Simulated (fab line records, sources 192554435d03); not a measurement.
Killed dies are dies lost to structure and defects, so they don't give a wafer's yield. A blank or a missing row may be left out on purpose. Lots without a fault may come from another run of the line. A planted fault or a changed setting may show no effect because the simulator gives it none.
Split-lot experiment | flow n5_finfet | 7 lots, 21 wafers read, on a route of 1938 steps

THE SPLIT
At N5_BEOL_M5_COAT_59 (time 60 s, resist thk 60 nm), the setting spin_rpm was moved away from the recipe's 1500 rpm on 8 of the 21 wafers read, by -8.6% to +3.1%. The other wafers ran this setting at the recipe's value.

FROM THE SPLIT TO THE READING: what the file shows between them, 8 steps
- N5_BEOL_M5_COAT_60: time 60 s, resist thk 12 nm
- N5_BEOL_M5_COAT_71: time 60 s, resist thk 5 nm
- N5_BEOL_M5_ETCH_72: etches underlayer in N2/H2, target depth 6.5 nm, time 5.2 s
- N5_BEOL_M5_ETCH_61: etches SiARC in CF4, target depth 15.6 nm, time 26 s
- N5_BEOL_M5_ETCH_62: etches SOC in N2/H2, target depth 75 nm, overetch 15 nm, time 112.5 s
- N5_BEOL_M5_STRIP_63: strips in N2/H2
- N5_BEOL_M5_STRIP_73: strips in N2/H2
- N5_BEOL_M5_STRIP_64: strips in CF4

THE READING
SOC_of_BEOL_M5_COAT_59.thk_nm (the simulator's own value, which no gauge read), in nm, at N5_BEOL_M5_HM_OPEN_17 (chemistry Cl2/BCl3, target TiN, target depth 20 nm, overetch 6 nm). The file gives no usual value for it. The 13 wafers here that ran the recipe average 52.1 nm, standard deviation 0.13 nm.

wafer  | tool, chamber at the split | spin_rpm as run, rpm | against the recipe | SOC_of_BEOL_M5_COAT_59.thk_nm, nm | against lot-mates on the recipe
L075.4 | litho_track-05, 0          | 1386                 | -7.6%              | 54.6                              | no lot-mate on the recipe
L075.5 | litho_track-05, 0          | 1386                 | -7.6%              | 54.4                              | no lot-mate on the recipe
L075.6 | litho_track-05, 0          | 1386                 | -7.6%              | 54.8                              | no lot-mate on the recipe
L079.2 | litho_track-04, 0          | 1371                 | -8.6%              | 54.8                              | +2.6
L079.3 | litho_track-04, 0          | 1371                 | -8.6%              | 54.8                              | +2.6
L079.4 | litho_track-04, 0          | 1500                 | recipe             | 52.2                              | -
L083.3 | litho_track-04, 0          | 1500                 | recipe             | 52.2                              | -
L083.5 | litho_track-04, 0          | 1500                 | recipe             | 52                                | -
L083.6 | litho_track-04, 0          | 1500                 | recipe             | 52.2                              | -
L082.1 | litho_track-04, 0          | 1500                 | recipe             | 52.2                              | -
L082.3 | litho_track-04, 0          | 1500                 | recipe             | 52                                | -
L082.4 | litho_track-04, 0          | 1500                 | recipe             | 52.2                              | -
L086.1 | litho_track-05, 0          | 1500                 | recipe             | 52.2                              | -
L086.3 | litho_track-05, 0          | 1500                 | recipe             | 52.2                              | -
L086.5 | litho_track-05, 0          | 1500                 | recipe             | 52                                | -
L092.1 | litho_track-03, 0          | 1500                 | recipe             | 52                                | -
L092.3 | litho_track-03, 0          | 1546                 | +3.1%              | 51.2                              | -0.8
L092.4 | litho_track-03, 0          | 1500                 | recipe             | 52                                | -
L094.1 | litho_track-03, 0          | 1433                 | -4.5%              | 53.4                              | +1.6
L094.4 | litho_track-03, 0          | 1433                 | -4.5%              | 53.6                              | +1.8
L094.6 | litho_track-03, 0          | 1500                 | recipe             | 51.8                              | -

THE FIT
A straight line over all 21 wafers: SOC_of_BEOL_M5_COAT_59.thk_nm changes by -0.32 nm for each +1% of spin_rpm; r = -0.99; the points scatter about the line by 0.13 nm.
The same after taking each lot's own level away (the mean of its wafers on the recipe; 18 wafers): -0.312 nm for each +1%; r = -0.99; scatter 0.14 nm.
On that fit, the largest move of spin_rpm shifts the reading by 2.7 nm.
The lots' own levels span 51.80 to 52.20 nm, that is 3.2 times the standard deviation above.
So the lot-to-lot level changes the slope little: the two slopes agree.
Check: with one of the wafers moved furthest among these (-8.6%) left out of the fit, the line predicts +2.79 nm for it against its lot-mates. It came out at +2.6 nm against them.

OTHER SPLITS ON THESE WAFERS
These wafers also went through other splits before the reading. Each is held against what the fit with the lots' levels taken away leaves over:
other split on the same wafers    | wafers away from the commonest value | r with SOC_of_BEOL_M5_COAT_59.thk_nm (lot level and that fit taken away)
N5_BEOL_M5_HM_DEP_02 target_thk_a | 7                                    | -0.15

THE WHOLE CHAIN: every reading that the file lists as answering this split, in the file's order
step                  | what it does                                                          | reading                                                                        | change (the file's fit)               | r (the file's)
N5_BEOL_M5_COAT_59    | time 60 s, resist thk 60 nm                                           | SOC_of_BEOL_M5_COAT_59.thk_nm (the simulator's own value, which no gauge read) | -0.323 nm for each +1% of the setting | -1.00
N5_BEOL_M5_ETCH_62    | etches SOC in N2/H2, target depth 75 nm, overetch 15 nm, time 112.5 s | etch.depth_nm (the simulator's own value, which no gauge read)                 | -0.318 nm for each +1% of the setting | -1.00
N5_BEOL_M5_HM_OPEN_17 | chemistry Cl2/BCl3, target TiN, target depth 20 nm, overetch 6 nm     | SOC_of_BEOL_M5_COAT_59.thk_nm (the simulator's own value, which no gauge read) | -0.314 nm for each +1% of the setting | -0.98

THE FILE'S OWN FIT
SOC_of_BEOL_M5_COAT_59.thk_nm changes by -0.314 nm for each +1% of spin_rpm, r = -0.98.
